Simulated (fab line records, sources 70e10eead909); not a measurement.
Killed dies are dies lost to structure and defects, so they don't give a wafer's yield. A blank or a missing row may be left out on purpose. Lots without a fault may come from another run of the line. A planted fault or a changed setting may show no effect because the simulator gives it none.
Chamber matching | flow nand_harc | NHARC_P_CONTACT_CMP_01 on cmp-04: 4 sister chambers
The step polishes SiO2, target thk 200 nm. 8 wafers are shown with their chamber, then 9 later ones without.

WAFERS WITH THEIR CHAMBER
wafer  | chamber | motor_current_A (A) | slurry_filter_dp_kPa (kPa)
L987.5 | 2       | 10.5                | 13.69
L992.4 | 1       | 11.9                | 13.32
L994.2 | 1       | 11.8                | 13.33
L994.4 | 2       | 10.6                | 13.49
L993.5 | 3       | 11.7                | 13.36
L997.1 | 3       | 11.5                | 13.82
L997.4 | 0       | 13.3                | 13.66
L997.6 | 0       | 12.5                | 13.43

WAFERS WITHOUT THEIR CHAMBER
wafer  | motor_current_A (A) | slurry_filter_dp_kPa (kPa)
L999.1 | 13.0                | 13.58
L999.5 | 11.0                | 13.34
L999.6 | 11.5                | 13.52
L105.2 | 10.4                | 13.44
L105.4 | 13.3                | 13.63
L105.5 | 12.1                | 13.61
L110.1 | 13.2                | 13.60
L110.5 | 10.5                | 13.38
L110.6 | 11.5                | 13.65

WHICH CHAMBER EACH WENT THROUGH
wafer  | from the rows above          | in truth
L999.1 | 0                            | 0
L999.5 | can't be placed: 2 or 3 or 1 | 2
L999.6 | can't be placed: 3 or 1      | 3
L105.2 | 2                            | 2
L105.4 | 0                            | 0
L105.5 | can't be placed: 1 or 3 or 0 | 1
L110.1 | 0                            | 0
L110.5 | 2                            | 2
L110.6 | can't be placed: 3 or 1      | 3
Placed correctly: 5 of 9. Can't be placed from these rows: 4 (the true chamber is among the candidates in 4). Placed wrongly: 0.
How it was worked out, from the rows above alone: a wafer's distance from a chamber is the root of the sum, over the readings, of the square of ((its reading less the chamber's mean) divided by the reading's scatter). The wafer belongs to the nearest chamber; if the next one is less than 2 further off, it can't be placed. A chamber's mean is the mean of its shown wafers. The scatter: the root of (the sum of the squares of (reading less its chamber's mean) over the shown wafers, divided by (wafers less chambers)).
